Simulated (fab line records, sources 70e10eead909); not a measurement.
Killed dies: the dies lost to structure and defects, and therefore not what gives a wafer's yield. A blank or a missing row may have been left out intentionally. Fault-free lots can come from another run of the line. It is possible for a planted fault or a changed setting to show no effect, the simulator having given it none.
What tool caused it? || flow nandHarc || 24 lots, 72 wafers sampled, at 2 steps of a route of 1302

== WHAT THE GAUGES SHOWED, per wafer ==
NHARC_A_ONON_D2_THK_MEAS_21: measures by ellipsometry.
{"lot": "L074", "measured": "day 13 00:58", "on": "filmMetro-01", "thkNm (nm)": "995 994 994"}
{"lot": "L075", "measured": "day 13 00:58", "on": "filmMetro-02", "thkNm (nm)": "1010 1011 1011"}
{"lot": "L076", "measured": "day 14 08:31", "on": "filmMetro-01", "thkNm (nm)": "997 998 997"}
{"lot": "L077", "measured": "day 14 08:26", "on": "filmMetro-01", "thkNm (nm)": "1006 1005 1005"}
{"lot": "L078", "measured": "day 14 14:35", "on": "filmMetro-02", "thkNm (nm)": "993 993 995"}
{"lot": "L080", "measured": "day 14 22:46", "on": "filmMetro-02", "thkNm (nm)": "990 992 992"}
{"lot": "L079", "measured": "day 14 22:47", "on": "filmMetro-01", "thkNm (nm)": "994 995 994"}
{"lot": "L082", "measured": "day 15 21:17", "on": "filmMetro-02", "thkNm (nm)": "1012 1009 1010"}
{"lot": "L081", "measured": "day 15 21:17", "on": "filmMetro-01", "thkNm (nm)": "1014 1013 1012"}
{"lot": "L083", "measured": "day 16 02:43", "on": "filmMetro-01", "thkNm (nm)": "999 1001 998"}
{"lot": "L084", "measured": "day 16 14:07", "on": "filmMetro-01", "thkNm (nm)": "993 991 993"}
{"lot": "L085", "measured": "day 17 14:26", "on": "filmMetro-01", "thkNm (nm)": "996 996 995"}
{"lot": "L086", "measured": "day 17 22:19", "on": "filmMetro-02", "thkNm (nm)": "1008 1009 1009"}
{"lot": "L087", "measured": "day 18 21:07", "on": "filmMetro-02", "thkNm (nm)": "993 995 995"}
{"lot": "L088", "measured": "day 18 21:06", "on": "filmMetro-01", "thkNm (nm)": "974 975 975"}
{"lot": "L089", "measured": "day 19 04:53", "on": "filmMetro-02", "thkNm (nm)": "1002 1003 1003"}
{"lot": "L090", "measured": "day 19 17:09", "on": "filmMetro-01", "thkNm (nm)": "997 999 999"}
{"lot": "L091", "measured": "day 20 00:12", "on": "filmMetro-02", "thkNm (nm)": "996 993 993"}
{"lot": "L092", "measured": "day 20 00:12", "on": "filmMetro-01", "thkNm (nm)": "1005 1007 1005"}
{"lot": "L093", "measured": "day 21 00:12", "on": "filmMetro-02", "thkNm (nm)": "1001 1003 1002"}
{"lot": "L094", "measured": "day 21 19:29", "on": "filmMetro-01", "thkNm (nm)": "1003 1005 1002"}
{"lot": "L096", "measured": "day 21 19:29", "on": "filmMetro-02", "thkNm (nm)": "1010 1009 1009"}
{"lot": "L095", "measured": "day 22 07:33", "on": "filmMetro-01", "thkNm (nm)": "1004 1005 1005"}
{"lot": "L097", "measured": "day 22 20:34", "on": "filmMetro-02", "thkNm (nm)": "1020 1020 1017"}

== TOOL THAT RAN EACH LOT (tool first, then ch and the chambers of the sampled wafers, then the start) ==
{"lot": "L074", "NHARC_A_DECK1_JOINT_ETCHBACK_07": "rieSi-02 ch 0,2, day 11 02:26"}
{"lot": "L075", "NHARC_A_DECK1_JOINT_ETCHBACK_07": "rieSi-01 ch 0,2,3, day 11 02:31"}
{"lot": "L076", "NHARC_A_DECK1_JOINT_ETCHBACK_07": "rieSi-01 ch 0,1,2, day 12 04:53"}
{"lot": "L077", "NHARC_A_DECK1_JOINT_ETCHBACK_07": "rieSi-02 ch 0,1,2, day 12 04:54"}
{"lot": "L078", "NHARC_A_DECK1_JOINT_ETCHBACK_07": "rieSi-01 ch 2,3, day 12 14:54"}
{"lot": "L080", "NHARC_A_DECK1_JOINT_ETCHBACK_07": "rieSi-04 ch 0,1,2, day 13 01:08"}
{"lot": "L079", "NHARC_A_DECK1_JOINT_ETCHBACK_07": "rieSi-02 ch 0,2,3, day 13 01:10"}
{"lot": "L082", "NHARC_A_DECK1_JOINT_ETCHBACK_07": "rieSi-04 ch 2,3, day 14 00:14"}
{"lot": "L081", "NHARC_A_DECK1_JOINT_ETCHBACK_07": "rieSi-01 ch 0,2,3, day 14 00:14"}
{"lot": "L083", "NHARC_A_DECK1_JOINT_ETCHBACK_07": "rieSi-01 ch 0,1,2, day 14 08:04"}
{"lot": "L084", "NHARC_A_DECK1_JOINT_ETCHBACK_07": "rieSi-02 ch 1,2, day 14 16:29"}
{"lot": "L085", "NHARC_A_DECK1_JOINT_ETCHBACK_07": "rieSi-01 ch 0,1,3, day 15 16:49"}
{"lot": "L086", "NHARC_A_DECK1_JOINT_ETCHBACK_07": "rieSi-02 ch 1,3, day 16 00:31"}
{"lot": "L087", "NHARC_A_DECK1_JOINT_ETCHBACK_07": "rieSi-04 ch 0,3, day 16 21:57"}
{"lot": "L088", "NHARC_A_DECK1_JOINT_ETCHBACK_07": "rieSi-01 ch 0,2,3, day 16 21:58"}
{"lot": "L089", "NHARC_A_DECK1_JOINT_ETCHBACK_07": "rieSi-04 ch 0,1,3, day 17 05:10"}
{"lot": "L090", "NHARC_A_DECK1_JOINT_ETCHBACK_07": "rieSi-01 ch 0,2,3, day 17 13:45"}
{"lot": "L091", "NHARC_A_DECK1_JOINT_ETCHBACK_07": "rieSi-01 ch 0,1,2, day 18 03:29"}
{"lot": "L092", "NHARC_A_DECK1_JOINT_ETCHBACK_07": "rieSi-02 ch 1,2, day 18 03:37"}
{"lot": "L093", "NHARC_A_DECK1_JOINT_ETCHBACK_07": "rieSi-02 ch 0,1,2, day 19 00:43"}
{"lot": "L094", "NHARC_A_DECK1_JOINT_ETCHBACK_07": "rieSi-04 ch 0,1,3, day 19 21:27"}
{"lot": "L096", "NHARC_A_DECK1_JOINT_ETCHBACK_07": "rieSi-01 ch 0,1, day 19 21:27"}
{"lot": "L095", "NHARC_A_DECK1_JOINT_ETCHBACK_07": "rieSi-01 ch 0,1,3, day 20 04:23"}
{"lot": "L097", "NHARC_A_DECK1_JOINT_ETCHBACK_07": "rieSi-02 ch 0,1,3, day 20 17:47"}
- NHARC_A_DECK1_JOINT_ETCHBACK_07: etches the open film in HBr, target depth 105 nm, time 26.9 s.

== WHAT THE TOOLS THEMSELVES READ (means of the sampled wafers that have a number; where no wafer has one, the mark that the record gives instead) ==
NHARC_A_DECK1_JOINT_ETCHBACK_07.
{"lot": "L074", "tool": "rieSi-02", "drypumpMotorCurrentA (A)": 5.5, "oesProductAu (a.u.)": 1.006, "throttleValvePct (%)": 23.271}
{"lot": "L075", "tool": "rieSi-01", "drypumpMotorCurrentA (A)": 5.7, "oesProductAu (a.u.)": 1.003, "throttleValvePct (%)": 23.269}
{"lot": "L076", "tool": "rieSi-01", "drypumpMotorCurrentA (A)": 5.7, "oesProductAu (a.u.)": 1.005, "throttleValvePct (%)": 23.256}
{"lot": "L077", "tool": "rieSi-02", "drypumpMotorCurrentA (A)": 5.6, "oesProductAu (a.u.)": 1.002, "throttleValvePct (%)": 23.265}
{"lot": "L078", "tool": "rieSi-01", "drypumpMotorCurrentA (A)": 5.6, "oesProductAu (a.u.)": 1.013, "throttleValvePct (%)": 23.257}
{"lot": "L080", "tool": "rieSi-04", "drypumpMotorCurrentA (A)": 5.7, "oesProductAu (a.u.)": 1.014, "throttleValvePct (%)": 23.265}
{"lot": "L079", "tool": "rieSi-02", "drypumpMotorCurrentA (A)": 5.6, "oesProductAu (a.u.)": 0.993, "throttleValvePct (%)": 23.267}
{"lot": "L082", "tool": "rieSi-04", "drypumpMotorCurrentA (A)": 5.4, "oesProductAu (a.u.)": 1.007, "throttleValvePct (%)": 23.260}
{"lot": "L081", "tool": "rieSi-01", "drypumpMotorCurrentA (A)": 5.7, "oesProductAu (a.u.)": 0.997, "throttleValvePct (%)": 23.265}
{"lot": "L083", "tool": "rieSi-01", "drypumpMotorCurrentA (A)": 5.7, "oesProductAu (a.u.)": 1.008, "throttleValvePct (%)": 23.266}
{"lot": "L084", "tool": "rieSi-02", "drypumpMotorCurrentA (A)": 5.5, "oesProductAu (a.u.)": 1.008, "throttleValvePct (%)": 23.272}
{"lot": "L085", "tool": "rieSi-01", "drypumpMotorCurrentA (A)": 5.9, "oesProductAu (a.u.)": 1.000, "throttleValvePct (%)": 23.262}
{"lot": "L086", "tool": "rieSi-02", "drypumpMotorCurrentA (A)": 5.7, "oesProductAu (a.u.)": 0.993, "throttleValvePct (%)": 23.265}
{"lot": "L087", "tool": "rieSi-04", "drypumpMotorCurrentA (A)": 5.8, "oesProductAu (a.u.)": 1.002, "throttleValvePct (%)": 23.270}
{"lot": "L088", "tool": "rieSi-01", "drypumpMotorCurrentA (A)": 5.7, "oesProductAu (a.u.)": 1.000, "throttleValvePct (%)": 23.263}
{"lot": "L089", "tool": "rieSi-04", "drypumpMotorCurrentA (A)": 5.9, "oesProductAu (a.u.)": 0.995, "throttleValvePct (%)": 23.270}
{"lot": "L090", "tool": "rieSi-01", "drypumpMotorCurrentA (A)": 5.7, "oesProductAu (a.u.)": 0.990, "throttleValvePct (%)": 23.260}
{"lot": "L091", "tool": "rieSi-01", "drypumpMotorCurrentA (A)": 5.7, "oesProductAu (a.u.)": 1.004, "throttleValvePct (%)": 23.268}
{"lot": "L092", "tool": "rieSi-02", "drypumpMotorCurrentA (A)": 5.5, "oesProductAu (a.u.)": 1.006, "throttleValvePct (%)": 23.258}
{"lot": "L093", "tool": "rieSi-02", "drypumpMotorCurrentA (A)": 5.6, "oesProductAu (a.u.)": 1.000, "throttleValvePct (%)": 23.258}
{"lot": "L094", "tool": "rieSi-04", "drypumpMotorCurrentA (A)": 5.9, "oesProductAu (a.u.)": 0.992, "throttleValvePct (%)": 23.264}
{"lot": "L096", "tool": "rieSi-01", "drypumpMotorCurrentA (A)": 5.9, "oesProductAu (a.u.)": 0.997, "throttleValvePct (%)": 23.271}
{"lot": "L095", "tool": "rieSi-01", "drypumpMotorCurrentA (A)": 5.9, "oesProductAu (a.u.)": 1.009, "throttleValvePct (%)": 23.263}
{"lot": "L097", "tool": "rieSi-02", "drypumpMotorCurrentA (A)": 5.8, "oesProductAu (a.u.)": 0.991, "throttleValvePct (%)": 23.268}

== THE ANSWER, worked out from the rows above alone ==
Rule: the usual values come from the lots themselves. Put in order of their means at a reading, lots are off if they are a third of the lots or fewer, leave a main group of 4 or more, and stand apart from it by a gap of 3 or more times the standard deviation of the main group's means; of several such gaps the widest counts. A main group whose means are all the same, to the digits that the tables above print for the reading, isn't used. Also off: a lot with no number at a reading for which 4 or more lots have one. Any other lot the step has rows for is counted as sound. The gauges are gone through in route order, then the tools' own readings, and for those a lot's mean is taken as printed above. At the first step where some lot is off, the reading lying furthest off is the one used; lots without a number count as furthest.
No lot is off at any reading shown: from this, nothing can be told.

== WHAT HAD BEEN PUT IN BY THE SIMULATOR ==
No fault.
